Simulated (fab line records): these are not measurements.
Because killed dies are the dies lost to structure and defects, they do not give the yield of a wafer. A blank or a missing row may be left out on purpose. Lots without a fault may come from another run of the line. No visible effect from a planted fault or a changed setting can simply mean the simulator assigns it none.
Which of the tools did it? || flow n5_finfet || 10 lots, 27 wafers sampled, at 5 steps of a route of 1938

WHAT EACH GAUGE READ, for each wafer
N5_BEOL_M4_INSPECT_13: inspects for defects (brightfield). Usual: raw_defect_count 426, standard deviation 99.
{"lot": "L597", "measured": "day 8 01:27", "on": "defect_inspect-01", "raw_defect_count": "514 471 537", "flag": ""}
{"lot": "L601", "measured": "day 8 20:32", "on": "defect_inspect-01", "raw_defect_count": "319 504 564", "flag": ""}
{"lot": "L600", "measured": "day 9 00:02", "on": "defect_inspect-02", "raw_defect_count": "347 229 348", "flag": ""}
{"lot": "L605", "measured": "day 10 08:06", "on": "defect_inspect-01", "raw_defect_count": "527 588", "flag": ""}
{"lot": "L608", "measured": "day 10 20:28", "on": "defect_inspect-01", "raw_defect_count": "521 357", "flag": ""}
{"lot": "L609", "measured": "day 11 00:12", "on": "defect_inspect-02", "raw_defect_count": "398 350", "flag": ""}
{"lot": "L613", "measured": "day 12 01:00", "on": "defect_inspect-02", "raw_defect_count": "382 335 396", "flag": ""}
{"lot": "L614", "measured": "day 12 06:17", "on": "defect_inspect-02", "raw_defect_count": "298 289 402", "flag": ""}
{"lot": "L616", "measured": "day 12 15:59", "on": "defect_inspect-02", "raw_defect_count": "264 355 342", "flag": ""}
{"lot": "L618", "measured": "day 13 00:53", "on": "defect_inspect-01", "raw_defect_count": "386 425 439", "flag": ""}

N5_BEOL_M4_RC_MEAS_101. Usual: DIBL_N 35.9 mV/V, standard deviation 1.6; DIBL_P 35.6 mV/V, standard deviation 2.1; IOFF_N 0.149 nA/um, standard deviation 0.029; IOFF_P 0.20 nA/um, standard deviation 0.033; ION_N 671 uA/um, standard deviation 11; ION_P 460 uA/um, standard deviation 7.3; SS_N 71.4 mV/dec, standard deviation 0.62; SS_P 73.2 mV/dec, standard deviation 0.65; VT_N 251 mV, standard deviation 3.1; VT_P -251 mV, standard deviation 3.4.
{"lot": "L597", "measured": "day 8 12:00", "on": "prober-01", "DIBL_N (mV/V)": "34.8 35.9 33.8", "DIBL_P (mV/V)": "36.8 38.6 35.6", "IOFF_N (nA/um)": "0.153 0.169 0.124", "IOFF_P (nA/um)": "0.19 0.20 0.17", "ION_N (uA/um)": "687 676 654", "ION_P (uA/um)": "462 455 454", "SS_N (mV/dec)": "71.7 72.1 71.4", "SS_P (mV/dec)": "73.5 73.4 72.9", "VT_N (mV)": "252 252 260", "VT_P (mV)": "-255 -253 -256", "flag": ""}
{"lot": "L601", "measured": "day 9 04:26", "on": "prober-02", "DIBL_N (mV/V)": "36.4 35.6 36.7", "DIBL_P (mV/V)": "36.1 37.0 38.0", "IOFF_N (nA/um)": "0.144 0.144 0.158", "IOFF_P (nA/um)": "0.17 0.18 0.20", "ION_N (uA/um)": "659 665 668", "ION_P (uA/um)": "444 452 459", "SS_N (mV/dec)": "72.3 71.3 71.3", "SS_P (mV/dec)": "72.7 72.4 73.1", "VT_N (mV)": "252 250 251", "VT_P (mV)": "-258 -254 -252", "flag": ""}
{"lot": "L600", "measured": "day 9 07:43", "on": "prober-02", "DIBL_N (mV/V)": "35.4 34.4 36.6", "DIBL_P (mV/V)": "33.4 31.4 34.7", "IOFF_N (nA/um)": "0.133 0.114 0.152", "IOFF_P (nA/um)": "0.18 0.15 0.19", "ION_N (uA/um)": "668 664 677", "ION_P (uA/um)": "459 456 459", "SS_N (mV/dec)": "70.8 71.0 71.3", "SS_P (mV/dec)": "72.8 72.5 73.8", "VT_N (mV)": "251 254 250", "VT_P (mV)": "-251 -254 -251", "flag": ""}
{"lot": "L605", "measured": "day 10 14:52", "on": "prober-01", "DIBL_N (mV/V)": "38.7 37.9", "DIBL_P (mV/V)": "39.8 38.5", "IOFF_N (nA/um)": "0.216 0.199", "IOFF_P (nA/um)": "0.25 0.23", "ION_N (uA/um)": "690 692", "ION_P (uA/um)": "467 472", "SS_N (mV/dec)": "72.4 71.8", "SS_P (mV/dec)": "74.5 74.5", "VT_N (mV)": "246 245", "VT_P (mV)": "-249 -250", "flag": ""}
{"lot": "L608", "measured": "day 11 07:04", "on": "prober-01", "DIBL_N (mV/V)": "35.1 34.1", "DIBL_P (mV/V)": "33.3 32.3", "IOFF_N (nA/um)": "0.135 0.118", "IOFF_P (nA/um)": "0.19 0.18", "ION_N (uA/um)": "662 664", "ION_P (uA/um)": "461 455", "SS_N (mV/dec)": "71.3 70.7", "SS_P (mV/dec)": "73.0 72.6", "VT_N (mV)": "253 254", "VT_P (mV)": "-251 -251", "flag": ""}
{"lot": "L609", "measured": "day 11 14:51", "on": "prober-02", "DIBL_N (mV/V)": "37.9 35.9", "DIBL_P (mV/V)": "38.3 36.3", "IOFF_N (nA/um)": "0.178 0.152", "IOFF_P (nA/um)": "0.23 0.20", "ION_N (uA/um)": "670 669", "ION_P (uA/um)": "457 465", "SS_N (mV/dec)": "72.4 71.5", "SS_P (mV/dec)": "74.4 73.1", "VT_N (mV)": "251 251", "VT_P (mV)": "-249 -251", "flag": ""}
{"lot": "L613", "measured": "day 12 13:02", "on": "prober-02", "DIBL_N (mV/V)": "35.2 36.1 35.1", "DIBL_P (mV/V)": "34.7 35.8 34.6", "IOFF_N (nA/um)": "0.118 0.131 0.127", "IOFF_P (nA/um)": "0.16 0.18 0.16", "ION_N (uA/um)": "661 667 680", "ION_P (uA/um)": "454 457 464", "SS_N (mV/dec)": "71.2 71.2 70.7", "SS_P (mV/dec)": "73.4 73.6 73.3", "VT_N (mV)": "254 255 251", "VT_P (mV)": "-257 -252 -255", "flag": ""}
{"lot": "L614", "measured": "day 12 17:01", "on": "prober-02", "DIBL_N (mV/V)": "35.2 34.2 35.3", "DIBL_P (mV/V)": "34.6 32.9 34.5", "IOFF_N (nA/um)": "0.132 0.123 0.137", "IOFF_P (nA/um)": "0.20 0.18 0.19", "ION_N (uA/um)": "664 653 656", "ION_P (uA/um)": "459 455 454", "SS_N (mV/dec)": "71.1 71.3 71.7", "SS_P (mV/dec)": "73.1 72.2 72.8", "VT_N (mV)": "252 254 253", "VT_P (mV)": "-249 -251 -250", "flag": ""}
{"lot": "L616", "measured": "day 13 00:59", "on": "prober-02", "DIBL_N (mV/V)": "36.6 35.3 35.5", "DIBL_P (mV/V)": "35.6 35.2 34.1", "IOFF_N (nA/um)": "0.183 0.175 0.161", "IOFF_P (nA/um)": "0.23 0.23 0.20", "ION_N (uA/um)": "677 686 670", "ION_P (uA/um)": "466 469 457", "SS_N (mV/dec)": "72.1 71.3 72.1", "SS_P (mV/dec)": "73.3 73.8 73.5", "VT_N (mV)": "245 245 248", "VT_P (mV)": "-249 -248 -251", "flag": ""}
{"lot": "L618", "measured": "day 13 15:45", "on": "prober-02", "DIBL_N (mV/V)": "34.6 34.9 35.7", "DIBL_P (mV/V)": "34.7 33.6 34.8", "IOFF_N (nA/um)": "0.133 0.135 0.154", "IOFF_P (nA/um)": "0.19 0.16 0.19", "ION_N (uA/um)": "665 679 681", "ION_P (uA/um)": "458 461 459", "SS_N (mV/dec)": "71.8 71.3 71.5", "SS_P (mV/dec)": "72.8 72.4 73.6", "VT_N (mV)": "251 252 250", "VT_P (mV)": "-251 -253 -249", "flag": ""}

WHICH TOOL RAN EACH LOT (tool, then ch and the chambers of the sampled wafers, then the start)
{"lot": "L597", "N5_BEOL_M3_SPUTTER_94": "pvd_sputter-02, day 7 23:02", "N5_BEOL_M4_DESCUM_16": "rie_diel-06 ch 2,3, day 8 02:15", "N5_BEOL_M4_ETCH_74": "rie_diel-06 ch 2,3, day 8 02:17"}
{"lot": "L601", "N5_BEOL_M3_SPUTTER_94": "pvd_sputter-03, day 8 16:53", "N5_BEOL_M4_DESCUM_16": "rie_diel-05 ch 0,2,3, day 8 20:34", "N5_BEOL_M4_ETCH_74": "rie_diel-05 ch 0,2,3, day 8 20:36"}
{"lot": "L600", "N5_BEOL_M3_SPUTTER_94": "pvd_sputter-01, day 8 19:45", "N5_BEOL_M4_DESCUM_16": "rie_diel-05 ch 1,2,3, day 9 00:09", "N5_BEOL_M4_ETCH_74": "rie_diel-05 ch 1,2,3, day 9 00:11"}
{"lot": "L605", "N5_BEOL_M3_SPUTTER_94": "pvd_sputter-01, day 9 20:31", "N5_BEOL_M4_DESCUM_16": "rie_diel-05 ch 1,2, day 10 08:08", "N5_BEOL_M4_ETCH_74": "rie_diel-05 ch 1,2, day 10 08:10"}
{"lot": "L608", "N5_BEOL_M3_SPUTTER_94": "pvd_sputter-01, day 10 15:53", "N5_BEOL_M4_DESCUM_16": "rie_diel-05 ch 2, day 10 20:29", "N5_BEOL_M4_ETCH_74": "rie_diel-05 ch 2, day 10 20:32"}
{"lot": "L609", "N5_BEOL_M3_SPUTTER_94": "pvd_sputter-01, day 10 20:59", "N5_BEOL_M4_DESCUM_16": "rie_diel-05 ch 0,3, day 11 00:15", "N5_BEOL_M4_ETCH_74": "rie_diel-05 ch 0,3, day 11 00:17"}
{"lot": "L613", "N5_BEOL_M3_SPUTTER_94": "pvd_sputter-01, day 11 22:57", "N5_BEOL_M4_DESCUM_16": "rie_diel-06 ch 0,1,2, day 12 01:02", "N5_BEOL_M4_ETCH_74": "rie_diel-06 ch 0,1,2, day 12 01:04"}
{"lot": "L614", "N5_BEOL_M3_SPUTTER_94": "pvd_sputter-03, day 12 02:47", "N5_BEOL_M4_DESCUM_16": "rie_diel-06 ch 0,1, day 12 06:20", "N5_BEOL_M4_ETCH_74": "rie_diel-06 ch 0,1, day 12 06:22"}
{"lot": "L616", "N5_BEOL_M3_SPUTTER_94": "pvd_sputter-02, day 12 13:20", "N5_BEOL_M4_DESCUM_16": "rie_diel-02 ch 0,2,3, day 12 16:01", "N5_BEOL_M4_ETCH_74": "rie_diel-02 ch 0,2,3, day 12 16:04"}
{"lot": "L618", "N5_BEOL_M3_SPUTTER_94": "pvd_sputter-03, day 12 21:05", "N5_BEOL_M4_DESCUM_16": "rie_diel-06 ch 0,1,2, day 13 00:55", "N5_BEOL_M4_ETCH_74": "rie_diel-06 ch 0,1,2, day 13 00:58"}
- N5_BEOL_M3_SPUTTER_94: material Cu, target thk 4.5 nm, time 8.29 s.
- N5_BEOL_M4_DESCUM_16: chemistry O2, time 7 s.
- N5_BEOL_M4_ETCH_74: etches underlayer in N2/H2, target depth 6.5 nm, time 5.2 s.

WHAT THE TOOLS THEMSELVES READ (means of the sampled wafers that have a number; where no wafer has one, the mark that the record gives instead)
N5_BEOL_M3_SPUTTER_94. Usual: susceptor_temp_C -20.01 C, standard deviation 0.099; throttle_valve_pct 30.0 %, standard deviation 1.1.
{"lot": "L597", "tool": "pvd_sputter-02", "susceptor_temp_C (C)": -20.03, "throttle_valve_pct (%)": 29.1, "flag": ""}
{"lot": "L601", "tool": "pvd_sputter-03", "susceptor_temp_C (C)": -20.08, "throttle_valve_pct (%)": 30.3, "flag": ""}
{"lot": "L600", "tool": "pvd_sputter-01", "susceptor_temp_C (C)": -20.03, "throttle_valve_pct (%)": 30.5, "flag": ""}
{"lot": "L605", "tool": "pvd_sputter-01", "susceptor_temp_C (C)": -19.95, "throttle_valve_pct (%)": 30.6, "flag": ""}
{"lot": "L608", "tool": "pvd_sputter-01", "susceptor_temp_C (C)": -19.98, "throttle_valve_pct (%)": 28.8, "flag": ""}
{"lot": "L609", "tool": "pvd_sputter-01", "susceptor_temp_C (C)": -19.98, "throttle_valve_pct (%)": 30.9, "flag": ""}
{"lot": "L613", "tool": "pvd_sputter-01", "susceptor_temp_C (C)": -19.90, "throttle_valve_pct (%)": 30.5, "flag": ""}
{"lot": "L614", "tool": "pvd_sputter-03", "susceptor_temp_C (C)": -19.88, "throttle_valve_pct (%)": 29.9, "flag": ""}
{"lot": "L616", "tool": "pvd_sputter-02", "susceptor_temp_C (C)": -19.98, "throttle_valve_pct (%)": 29.8, "flag": ""}
{"lot": "L618", "tool": "pvd_sputter-03", "susceptor_temp_C (C)": -20.01, "throttle_valve_pct (%)": 30.8, "flag": ""}

N5_BEOL_M4_DESCUM_16. Usual: bias_power_w 20.01 W, standard deviation 0.056; drypump_motor_current_A 5.7 A, standard deviation 0.47; oes_product_au 0.75 a.u., standard deviation 0.06; rf_vpp_V 243.6 V, standard deviation 1.1; showerhead_plenum_p_Torr 2.12 Torr, standard deviation 0.048; throttle_valve_pct 20.56 %, standard deviation 0.29.
{"lot": "L597", "tool": "rie_diel-06", "bias_power_w (W)": 20.03, "drypump_motor_current_A (A)": 5.6, "oes_product_au (a.u.)": 0.81, "rf_vpp_V (V)": 242.9, "showerhead_plenum_p_Torr (Torr)": 2.11, "throttle_valve_pct (%)": 20.49, "flag": ""}
{"lot": "L601", "tool": "rie_diel-05", "bias_power_w (W)": 20.03, "drypump_motor_current_A (A)": 5.3, "oes_product_au (a.u.)": 0.78, "rf_vpp_V (V)": 244.1, "showerhead_plenum_p_Torr (Torr)": 2.17, "throttle_valve_pct (%)": 20.42, "flag": ""}
{"lot": "L600", "tool": "rie_diel-05", "bias_power_w (W)": 20.02, "drypump_motor_current_A (A)": 5.5, "oes_product_au (a.u.)": 0.79, "rf_vpp_V (V)": 244.4, "showerhead_plenum_p_Torr (Torr)": 2.17, "throttle_valve_pct (%)": 20.39, "flag": ""}
{"lot": "L605", "tool": "rie_diel-05", "bias_power_w (W)": 20.02, "drypump_motor_current_A (A)": 5.6, "oes_product_au (a.u.)": 0.77, "rf_vpp_V (V)": 244.4, "showerhead_plenum_p_Torr (Torr)": 2.15, "throttle_valve_pct (%)": 20.41, "flag": ""}
{"lot": "L608", "tool": "rie_diel-05", "bias_power_w (W)": 20.03, "drypump_motor_current_A (A)": 4.9, "oes_product_au (a.u.)": 0.71, "rf_vpp_V (V)": 244.2, "showerhead_plenum_p_Torr (Torr)": 2.16, "throttle_valve_pct (%)": 20.18, "flag": ""}
{"lot": "L609", "tool": "rie_diel-05", "bias_power_w (W)": 20.07, "drypump_motor_current_A (A)": 5.5, "oes_product_au (a.u.)": 0.78, "rf_vpp_V (V)": 244.6, "showerhead_plenum_p_Torr (Torr)": 2.16, "throttle_valve_pct (%)": 20.58, "flag": ""}
{"lot": "L613", "tool": "rie_diel-06", "bias_power_w (W)": 20.05, "drypump_motor_current_A (A)": 5.9, "oes_product_au (a.u.)": 0.70, "rf_vpp_V (V)": 243.9, "showerhead_plenum_p_Torr (Torr)": 2.10, "throttle_valve_pct (%)": 20.64, "flag": ""}
{"lot": "L614", "tool": "rie_diel-06", "bias_power_w (W)": 20.00, "drypump_motor_current_A (A)": 6.2, "oes_product_au (a.u.)": 0.68, "rf_vpp_V (V)": 242.8, "showerhead_plenum_p_Torr (Torr)": 2.10, "throttle_valve_pct (%)": 20.85, "flag": ""}
{"lot": "L616", "tool": "rie_diel-02", "bias_power_w (W)": 19.97, "drypump_motor_current_A (A)": 5.8, "oes_product_au (a.u.)": 0.74, "rf_vpp_V (V)": 244.0, "showerhead_plenum_p_Torr (Torr)": 2.12, "throttle_valve_pct (%)": 20.74, "flag": ""}
{"lot": "L618", "tool": "rie_diel-06", "bias_power_w (W)": 20.02, "drypump_motor_current_A (A)": 5.9, "oes_product_au (a.u.)": 0.70, "rf_vpp_V (V)": 243.7, "showerhead_plenum_p_Torr (Torr)": 2.10, "throttle_valve_pct (%)": 20.64, "flag": ""}

N5_BEOL_M4_ETCH_74. Usual: drypump_motor_current_A 5.8 A, standard deviation 0.48; etch_rf_on_time_s 5.21 s, standard deviation 0.1; oes_product_au 0.64 a.u., standard deviation 0.051; rf_vpp_V 524.6 V, standard deviation 2; showerhead_plenum_p_Torr 2.57 Torr, standard deviation 0.058; throttle_valve_pct 17.96 %, standard deviation 0.23.
{"lot": "L597", "tool": "rie_diel-06", "drypump_motor_current_A (A)": 5.6, "etch_rf_on_time_s (s)": 5.17, "oes_product_au (a.u.)": 0.68, "rf_vpp_V (V)": 525.4, "showerhead_plenum_p_Torr (Torr)": 2.56, "throttle_valve_pct (%)": 17.90, "flag": ""}
{"lot": "L601", "tool": "rie_diel-05", "drypump_motor_current_A (A)": 5.3, "etch_rf_on_time_s (s)": 5.25, "oes_product_au (a.u.)": 0.66, "rf_vpp_V (V)": 524.8, "showerhead_plenum_p_Torr (Torr)": 2.61, "throttle_valve_pct (%)": 17.76, "flag": ""}
{"lot": "L600", "tool": "rie_diel-05", "drypump_motor_current_A (A)": 5.5, "etch_rf_on_time_s (s)": 5.20, "oes_product_au (a.u.)": 0.67, "rf_vpp_V (V)": 526.3, "showerhead_plenum_p_Torr (Torr)": 2.62, "throttle_valve_pct (%)": 17.77, "flag": ""}
{"lot": "L605", "tool": "rie_diel-05", "drypump_motor_current_A (A)": 5.6, "etch_rf_on_time_s (s)": 7.27, "oes_product_au (a.u.)": 0.55, "rf_vpp_V (V)": 526.7, "showerhead_plenum_p_Torr (Torr)": 2.59, "throttle_valve_pct (%)": 17.83, "flag": "OFF"}
{"lot": "L608", "tool": "rie_diel-05", "drypump_motor_current_A (A)": 4.9, "etch_rf_on_time_s (s)": 6.27, "oes_product_au (a.u.)": 0.57, "rf_vpp_V (V)": 527.5, "showerhead_plenum_p_Torr (Torr)": 2.63, "throttle_valve_pct (%)": 17.69, "flag": "OFF"}
{"lot": "L609", "tool": "rie_diel-05", "drypump_motor_current_A (A)": 5.5, "etch_rf_on_time_s (s)": 6.19, "oes_product_au (a.u.)": 0.61, "rf_vpp_V (V)": 524.9, "showerhead_plenum_p_Torr (Torr)": 2.59, "throttle_valve_pct (%)": 17.80, "flag": "OFF"}
{"lot": "L613", "tool": "rie_diel-06", "drypump_motor_current_A (A)": 5.9, "etch_rf_on_time_s (s)": 5.26, "oes_product_au (a.u.)": 0.59, "rf_vpp_V (V)": 523.9, "showerhead_plenum_p_Torr (Torr)": 2.55, "throttle_valve_pct (%)": 18.03, "flag": ""}
{"lot": "L614", "tool": "rie_diel-06", "drypump_motor_current_A (A)": 6.2, "etch_rf_on_time_s (s)": 5.21, "oes_product_au (a.u.)": 0.58, "rf_vpp_V (V)": 524.6, "showerhead_plenum_p_Torr (Torr)": 2.54, "throttle_valve_pct (%)": 18.19, "flag": ""}
{"lot": "L616", "tool": "rie_diel-02", "drypump_motor_current_A (A)": 5.8, "etch_rf_on_time_s (s)": 5.27, "oes_product_au (a.u.)": 0.63, "rf_vpp_V (V)": 525.2, "showerhead_plenum_p_Torr (Torr)": 2.58, "throttle_valve_pct (%)": 18.17, "flag": ""}
{"lot": "L618", "tool": "rie_diel-06", "drypump_motor_current_A (A)": 5.9, "etch_rf_on_time_s (s)": 5.26, "oes_product_au (a.u.)": 0.60, "rf_vpp_V (V)": 523.8, "showerhead_plenum_p_Torr (Torr)": 2.55, "throttle_valve_pct (%)": 18.05, "flag": ""}

THE ANSWER, worked out from the rows above alone
Rule: a lot counts as off when the mean over its wafers that have a number is more than 3 standard deviations away from the usual mean. Also off: a lot with no number at a reading for which 4 or more lots have one. The other lots that the step has rows for count as sound. After the gauges, taken in route order, come the tools' own readings; for these a lot's mean is taken, as printed above. At the first step where some lot is off, the reading lying furthest off is the one used; lots without a number count as furthest.
Off: L605, L608, L609 (N5_BEOL_M4_ETCH_74, etch_rf_on_time_s).
If a tool, at that step or one of the process steps before it, ran each lot that is off and ran no sound lot following the first of them, it fits. One candidate fits, namely rie_diel-05 at N5_BEOL_M4_DESCUM_16 and N5_BEOL_M4_ETCH_74. At N5_BEOL_M4_DESCUM_16 its last sound lot is L600 (day 9 00:09), its first lot that is off L605 (day 10 08:08): a fault that began between those two fits.

WHAT HAD BEEN PUT IN BY THE SIMULATOR
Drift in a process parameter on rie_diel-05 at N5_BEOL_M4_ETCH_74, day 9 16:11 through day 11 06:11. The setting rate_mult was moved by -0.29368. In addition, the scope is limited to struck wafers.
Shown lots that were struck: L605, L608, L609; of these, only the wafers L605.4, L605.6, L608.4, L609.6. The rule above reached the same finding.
